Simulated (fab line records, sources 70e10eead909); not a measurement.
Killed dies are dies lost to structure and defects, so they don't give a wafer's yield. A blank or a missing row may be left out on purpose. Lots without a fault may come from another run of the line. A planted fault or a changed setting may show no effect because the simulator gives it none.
A struck lot beside a sound one | flow nand_harc | 15 steps out of a route of 1302
Sound: wafers L866.1, L866.2, L866.4. Struck: wafers L870.1, L870.2, L870.4. The cause comes at the end.
At each step with rows: each side's tool, then ch and its chambers, then its first start. Under that, the readings that differ: sound wafers | struck wafers | difference of the means | sigmas: that difference in standard deviations of wafers without a fault.
alike: readings whose means differ by less than 2 such deviations, and words and numbers that are the same on both sides. not compared: withheld readings, readings that some wafer has no value for, bounds like >300 that may hide the same value, and numbers for which the record gives no deviation and whose values overlap.
The two part at a step that has a row with sigmas, a row that says differs or no value, or rows on one side only. Numbers that don't overlap but have no deviation are shown without sigmas and don't part them. A reading that every wafer of one side lacks parts them only if that side has two wafers or more.

NHARC_P_GATE_INSPECT_28:
  sound on defect_inspect-01, day 7 16:44; struck on defect_inspect-01, day 9 07:30
  alike: raw_defect_count
NHARC_P_GATE_DESCUM_31: chemistry O2, time 3 s.
  sound on rie_diel-12 ch 0,1,2, day 7 16:49; struck on rie_diel-09 ch 1,2,3, day 9 07:34
  reading                | sound       | struck      | difference | sigmas
  rf_hours_counter_h (h) | 3.8 5.1 4.2 | 2.0 1.4 2.5 | -2.4       |
  alike: drypump_motor_current_A, oes_product_au, rf_vpp_V, showerhead_plenum_p_Torr, throttle_valve_pct
NHARC_P_GATE_ETCH_104: etches the open film in CF4/CHF3, target depth 60 nm.
  sound on rie_diel-12 ch 1,2,3, day 7 16:53; struck on rie_diel-09 ch 0,1,2, day 9 07:39
  alike: drypump_motor_current_A, oes_product_au, rf_vpp_V, showerhead_plenum_p_Torr, throttle_valve_pct
NHARC_P_GATE_HM_OPEN_105: chemistry O2/COS, target depth 360 nm.
  sound on rie_diel-12 ch 0,2,3; struck on rie_diel-09 ch 0,1,2
  reading                | sound       | struck      | difference | sigmas
  rf_hours_counter_h (h) | 4.7 5.1 3.8 | 1.9 2.5 2.0 | -2.4       |
  alike: drypump_motor_current_A, oes_product_au, rf_vpp_V, showerhead_plenum_p_Torr, throttle_valve_pct
then, 1 step without rows for these wafers: NHARC_P_GATE_STRIP_106 (strips in O2/COS).
NHARC_P_GATE_ETCH_114: etches the open film in CF4/O2, target depth 30 nm, overetch 3 nm, time 16.5 s.
  sound on rie_diel-12 ch 0,1,3; struck on rie_diel-09 ch 1,2,3
  reading                         | sound             | struck            | difference | sigmas
  rf_hours_counter_h (h)          | 4.7 4.3 5.1       | 2.5 2.1 1.4       | -2.7       |
  rf_vpp_V (V)                    | 195.1 195.9 196.8 | 201.0 196.9 198.1 | +2.7       | +2
  showerhead_plenum_p_Torr (Torr) | 1.28 1.28 1.27    | 1.43 1.40 1.35    | +0.12      | +3
  alike: drypump_motor_current_A, oes_o_777_au, oes_product_au, throttle_valve_pct
then, 1 step without rows for these wafers: NHARC_P_GATE_ETCH_32 (etches the open film in HBr/Cl2, target depth 150 nm, time 100.1 s).
NHARC_P_GATE_STRIP_108: strips in O2.
  sound on rie_diel-02 ch 1,2,3, day 7 17:25; struck on rie_diel-02 ch 1,2,3, day 9 08:11
  reading                | sound | struck | difference | sigmas
  rf_hours_counter_h (h) | 7 6 6 | 8 9 9  | +2         |
  alike: drypump_motor_current_A, oes_product_au, rf_vpp_V, showerhead_plenum_p_Torr, throttle_valve_pct
NHARC_P_GATE_CD_MEAS_33:
  sound on cd_sem-02, day 7 17:36; struck on cd_sem-01, day 9 08:22
  alike: cd_nm
then, 3 steps without rows for these wafers: NHARC_P_GATE_STRIP_35 (strips in SPM, time 600 s); NHARC_P_GATE_PRECLEAN_73 (cleans in SC1); NHARC_P_GATE_SRD_74.
NHARC_P_GATE_ALD_36: deposits SiNx, target thk 20 nm, pulse time 60 s, ald cycles 223.
  sound on ald_sin-03 ch 1,2,3, day 7 18:03; struck on ald_sin-03 ch 0,2,3, day 9 08:49
  no value came back on the struck wafers for ald_cycles, heater_power_outer_w (W), heater_power_w (W), precursor_pulse_height_rel; on the sound wafers ald_cycles reads 223 223 223
then, 1 step without rows for these wafers: NHARC_P_GATE_ETCHBACK_37 (etches the open film in CHF3/O2, target depth 34.5 nm, time 17.2 s).
-- the record jumps here: 19 days lie between the struck wafers' starts before and after (it left off in module P_GATE and takes up again in module END, whose first step shown is number 1302 of the route) --
NHARC_END_SORT_01:
  sound on prober-01 ch 0, day 26 21:10; struck on prober-02 ch 0, day 28 06:35
  reading             | sound    | struck                                                               | difference                   | sigmas
  hold                | - - -    | await_dispo/1.3h/scrap await_dispo/1.3h/scrap await_dispo/1.3h/scrap | no value on the sound wafers |
  killed_at_periphery | 2 4 3    | 634 627 632                                                          | +628                         | +99 or more
  killed_dies         | 64 64 76 | 677 677 677                                                          | +609                         | +30
  alike: killed_at_array, killed_at_other, killed_open, killed_short

WHERE THEY PART
First at NHARC_P_GATE_ETCH_114; last, within this record, at NHARC_END_SORT_01.

WHY: what the simulator had put in
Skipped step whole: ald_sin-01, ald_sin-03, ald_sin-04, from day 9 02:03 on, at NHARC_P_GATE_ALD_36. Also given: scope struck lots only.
